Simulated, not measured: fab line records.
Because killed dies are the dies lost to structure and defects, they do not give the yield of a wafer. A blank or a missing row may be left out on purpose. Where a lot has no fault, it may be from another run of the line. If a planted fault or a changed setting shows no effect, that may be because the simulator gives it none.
Matching of chambers / flow n5Finfet / 3 sister chambers for N5_BEOL_M10_ILD_DEP_00 on pecvd-01
The step deposits SiCOH lowk from DEMS/porogen, target thk 308.51 nm, time 58 s. 6 wafers are shown with their chamber, then 7 later ones without.

WAFERS WITH THEIR CHAMBER
wafer=L083.4; chamber=2; throttleValvePct (%)=12.5; heaterPowerW (W)=357
wafer=L084.3; chamber=0; throttleValvePct (%)=13.6; heaterPowerW (W)=333
wafer=L084.5; chamber=0; throttleValvePct (%)=13.9; heaterPowerW (W)=341
wafer=L084.6; chamber=1; throttleValvePct (%)=13.6; heaterPowerW (W)=250
wafer=L090.1; chamber=1; throttleValvePct (%)=13.3; heaterPowerW (W)=225
wafer=L090.2; chamber=2; throttleValvePct (%)=12.6; heaterPowerW (W)=305

WAFERS MISSING THEIR CHAMBER
wafer=L090.3; throttleValvePct (%)=14.1; heaterPowerW (W)=328
wafer=L090.4; throttleValvePct (%)=12.7; heaterPowerW (W)=310
wafer=L090.5; throttleValvePct (%)=14.0; heaterPowerW (W)=337
wafer=L090.6; throttleValvePct (%)=13.7; heaterPowerW (W)=243
wafer=L093.2; throttleValvePct (%)=14.1; heaterPowerW (W)=316
wafer=L093.5; throttleValvePct (%)=12.7; heaterPowerW (W)=320
wafer=L093.6; throttleValvePct (%)=13.4; heaterPowerW (W)=258

CHAMBER TAKEN BY EACH
wafer=L090.3; from the rows above=0; in truth=0
wafer=L090.4; from the rows above=2; in truth=2
wafer=L090.5; from the rows above=0; in truth=0
wafer=L090.6; from the rows above=1; in truth=1
wafer=L093.2; from the rows above=0; in truth=0
wafer=L093.5; from the rows above=2; in truth=2
wafer=L093.6; from the rows above=1; in truth=1
Placed correctly: 7 of 7. Number that these rows cannot place: 0. Number placed wrongly: 0.
How it was worked out, from the rows above alone: a wafer's distance from a chamber is the root of the sum, over the readings, of the square of ((its reading less the chamber's mean) divided by the reading's scatter). If the next closest chamber is less than 2 further off than the closest, the wafer can't be placed; otherwise it belongs to the closest. The mean given for a chamber averages the wafers shown for that chamber. The scatter is the square root of a quotient: the sum, over the shown wafers, of each reading's squared deviation from its chamber's mean, divided by wafers minus chambers.
